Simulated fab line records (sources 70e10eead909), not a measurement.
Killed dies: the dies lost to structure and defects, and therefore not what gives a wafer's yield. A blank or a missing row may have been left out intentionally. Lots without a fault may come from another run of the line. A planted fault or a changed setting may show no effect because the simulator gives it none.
Chamber matching -- flow nand_harc -- rie_diel-07 running NHARC_P_GATE_STRIP_108: 4 sister chambers
The step strips in O2. 4 wafers are shown with their chamber, then 11 later ones without.

## WAFERS PAIRED WITH THEIR CHAMBERS
wafer,chamber,showerhead_plenum_p_Torr (Torr)
L079.2,3,3.48
L090.3,0,3.51
L090.6,1,3.48
L091.3,2,3.76

## WAFERS WITHOUT THEIR CHAMBER
wafer,showerhead_plenum_p_Torr (Torr)
L091.4,3.48
L091.5,3.51
L092.1,3.48
L092.2,3.47
L092.5,3.48
L093.1,3.51
L093.5,3.51
L093.6,3.47
L095.2,3.47
L095.4,3.51
L095.5,3.51

## WHICH CHAMBER EACH ONE RAN IN
wafer,from the rows above,in truth
L091.4,can't be placed: 1 or 3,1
L091.5,0,0
L092.1,can't be placed: 1 or 3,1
L092.2,can't be placed: 1 or 3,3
L092.5,can't be placed: 1 or 3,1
L093.1,0,0
L093.5,0,0
L093.6,can't be placed: 1 or 3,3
L095.2,can't be placed: 1 or 3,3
L095.4,0,0
L095.5,0,0
Correct placement for 5 of the 11. These rows do not allow placing 6 (true chamber among the candidates in 6). Number placed wrongly: 0.
How it was worked out, from the rows above alone: a wafer's distance from a chamber is the root of the sum, over the readings, of the square of ((its reading less the chamber's mean) divided by the reading's scatter). If the next closest chamber is less than 2 further off than the closest, the wafer can't be placed; otherwise it belongs to the closest. For every chamber, the mean is computed from those of its wafers that are shown. The scatter (one wafer shown for each chamber): square how far every hidden wafer sits from the nearest shown wafer, average those squares and take the square root.
